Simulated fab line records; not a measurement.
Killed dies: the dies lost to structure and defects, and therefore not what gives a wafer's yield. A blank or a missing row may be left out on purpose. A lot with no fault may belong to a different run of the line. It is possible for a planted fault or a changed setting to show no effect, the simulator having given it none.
Chamber matching / flow n5_finfet / N5_BEOL_M7_ILD_DEP_00 on pecvd-01 has 3 sister chambers
The step deposits SiCOH lowk from DEMS/porogen, target thk 179.75 nm, time 33.4 s. 14 wafers are shown with their chamber, then 7 later ones without.

EACH WAFER AND ITS CHAMBER
wafer=L074.1; chamber=2; throttle_valve_pct (%)=12.3; showerhead_plenum_p_Torr (Torr)=5.736; heater_power_w (W)=270
wafer=L074.4; chamber=0; throttle_valve_pct (%)=13.8; showerhead_plenum_p_Torr (Torr)=5.733; heater_power_w (W)=286
wafer=L074.6; chamber=2; throttle_valve_pct (%)=12.4; showerhead_plenum_p_Torr (Torr)=5.730; heater_power_w (W)=280
wafer=L075.1; chamber=2; throttle_valve_pct (%)=12.6; showerhead_plenum_p_Torr (Torr)=5.725; heater_power_w (W)=326
wafer=L075.2; chamber=1; throttle_valve_pct (%)=15.1; showerhead_plenum_p_Torr (Torr)=5.719; heater_power_w (W)=292
wafer=L075.4; chamber=2; throttle_valve_pct (%)=12.6; showerhead_plenum_p_Torr (Torr)=5.729; heater_power_w (W)=327
wafer=L076.1; chamber=0; throttle_valve_pct (%)=13.8; showerhead_plenum_p_Torr (Torr)=5.753; heater_power_w (W)=284
wafer=L076.3; chamber=1; throttle_valve_pct (%)=15.4; showerhead_plenum_p_Torr (Torr)=5.734; heater_power_w (W)=335
wafer=L076.5; chamber=2; throttle_valve_pct (%)=12.5; showerhead_plenum_p_Torr (Torr)=5.722; heater_power_w (W)=274
wafer=L080.2; chamber=0; throttle_valve_pct (%)=13.9; showerhead_plenum_p_Torr (Torr)=5.730; heater_power_w (W)=301
wafer=L080.4; chamber=1; throttle_valve_pct (%)=15.2; showerhead_plenum_p_Torr (Torr)=5.745; heater_power_w (W)=291
wafer=L080.5; chamber=2; throttle_valve_pct (%)=12.5; showerhead_plenum_p_Torr (Torr)=5.728; heater_power_w (W)=280
wafer=L084.1; chamber=0; throttle_valve_pct (%)=13.8; showerhead_plenum_p_Torr (Torr)=5.739; heater_power_w (W)=292
wafer=L084.2; chamber=2; throttle_valve_pct (%)=12.6; showerhead_plenum_p_Torr (Torr)=5.736; heater_power_w (W)=283

SIGNATURES (averages over the wafers above)
reading=throttle_valve_pct; chamber 0=13.825; chamber 1=15.233; chamber 2=12.500; scatter within a chamber=0.11
reading=showerhead_plenum_p_Torr; chamber 0=5.73875; chamber 1=5.73267; chamber 2=5.72943; scatter within a chamber=0.00862
reading=heater_power_w; chamber 0=290.75; chamber 1=306.00; chamber 2=291.43; scatter within a chamber=21.3
Rule: distance of a wafer from a chamber = root of the sum over the readings of ((wafer's reading minus chamber's mean) / reading's scatter) squared. If the next closest chamber is less than 2 further off than the closest, the wafer can't be placed; otherwise it belongs to the closest. The scatter: take each reading less its chamber's mean, square it, sum over the shown wafers, divide by the number of wafers less the number of chambers, and take the root.

WAFERS MISSING THEIR CHAMBER
wafer=L084.3; throttle_valve_pct (%)=15.4; showerhead_plenum_p_Torr (Torr)=5.736; heater_power_w (W)=329
wafer=L087.1; throttle_valve_pct (%)=12.2; showerhead_plenum_p_Torr (Torr)=5.734; heater_power_w (W)=315
wafer=L087.2; throttle_valve_pct (%)=15.2; showerhead_plenum_p_Torr (Torr)=5.717; heater_power_w (W)=347
wafer=L087.5; throttle_valve_pct (%)=14.1; showerhead_plenum_p_Torr (Torr)=5.745; heater_power_w (W)=309
wafer=L088.3; throttle_valve_pct (%)=12.9; showerhead_plenum_p_Torr (Torr)=5.723; heater_power_w (W)=300
wafer=L088.4; throttle_valve_pct (%)=15.2; showerhead_plenum_p_Torr (Torr)=5.736; heater_power_w (W)=340
wafer=L088.6; throttle_valve_pct (%)=12.7; showerhead_plenum_p_Torr (Torr)=5.716; heater_power_w (W)=311

THE CHAMBER EACH PASSED THROUGH
wafer=L084.3; from the rows above=1; in truth=1
wafer=L087.1; from the rows above=2; in truth=2
wafer=L087.2; from the rows above=1; in truth=1
wafer=L087.5; from the rows above=0; in truth=0
wafer=L088.3; from the rows above=2; in truth=2
wafer=L088.4; from the rows above=1; in truth=1
wafer=L088.6; from the rows above=2; in truth=2
Placed correctly: 7 of 7. Left unplaced by these rows: 0. Number placed wrongly: 0.
